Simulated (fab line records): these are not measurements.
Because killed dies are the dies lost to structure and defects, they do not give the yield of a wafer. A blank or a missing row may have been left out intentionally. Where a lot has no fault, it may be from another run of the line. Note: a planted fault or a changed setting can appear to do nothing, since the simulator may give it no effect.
Matching of chambers :: flow nand_harc :: NHARC_P_GATE_STRIP_101 on rie_diel-06 has 3 sister chambers
The step strips in O2, time 20 s. 6 wafers are shown with their chamber, then 6 later ones without.

## WAFERS PAIRED WITH THEIR CHAMBERS
wafer: L143.1
chamber: 2
showerhead_plenum_p_Torr (Torr): 3.72
drypump_motor_current_A (A): 5.0

wafer: L147.4
chamber: 0
showerhead_plenum_p_Torr (Torr): 3.50
drypump_motor_current_A (A): 5.3

wafer: L147.5
chamber: 2
showerhead_plenum_p_Torr (Torr): 3.71
drypump_motor_current_A (A): 5.1

wafer: L147.6
chamber: 3
showerhead_plenum_p_Torr (Torr): 3.71
drypump_motor_current_A (A): 6.7

wafer: L148.1
chamber: 0
showerhead_plenum_p_Torr (Torr): 3.50
drypump_motor_current_A (A): 5.3

wafer: L148.4
chamber: 3
showerhead_plenum_p_Torr (Torr): 3.71
drypump_motor_current_A (A): 6.6

## WAFERS WITH NO CHAMBER GIVEN
wafer: L148.6
showerhead_plenum_p_Torr (Torr): 3.71
drypump_motor_current_A (A): 5.0

wafer: L153.3
showerhead_plenum_p_Torr (Torr): 3.50
drypump_motor_current_A (A): 5.3

wafer: L153.4
showerhead_plenum_p_Torr (Torr): 3.71
drypump_motor_current_A (A): 5.0

wafer: L153.6
showerhead_plenum_p_Torr (Torr): 3.70
drypump_motor_current_A (A): 6.6

wafer: L161.3
showerhead_plenum_p_Torr (Torr): 3.49
drypump_motor_current_A (A): 5.3

wafer: L161.5
showerhead_plenum_p_Torr (Torr): 3.50
drypump_motor_current_A (A): 5.3

## EACH ONE'S CHAMBER
wafer: L148.6
from the rows above: 2
in truth: 2

wafer: L153.3
from the rows above: 0
in truth: 0

wafer: L153.4
from the rows above: 2
in truth: 2

wafer: L153.6
from the rows above: 3
in truth: 3

wafer: L161.3
from the rows above: 0
in truth: 0

wafer: L161.5
from the rows above: 0
in truth: 0
6 of 6 placed correctly. Number that these rows cannot place: 0. 0 placed wrongly.
How it was worked out, from the rows above alone: a wafer's distance from a chamber is the root of the sum, over the readings, of the square of ((its reading less the chamber's mean) divided by the reading's scatter). If the next closest chamber is less than 2 further off than the closest, the wafer can't be placed; otherwise it belongs to the closest. For every chamber, the mean is computed from those of its wafers that are shown. How the scatter is found: for the shown wafers, subtract from each reading the mean of its chamber, square and add these, divide the total by (wafers less chambers), then take the root.
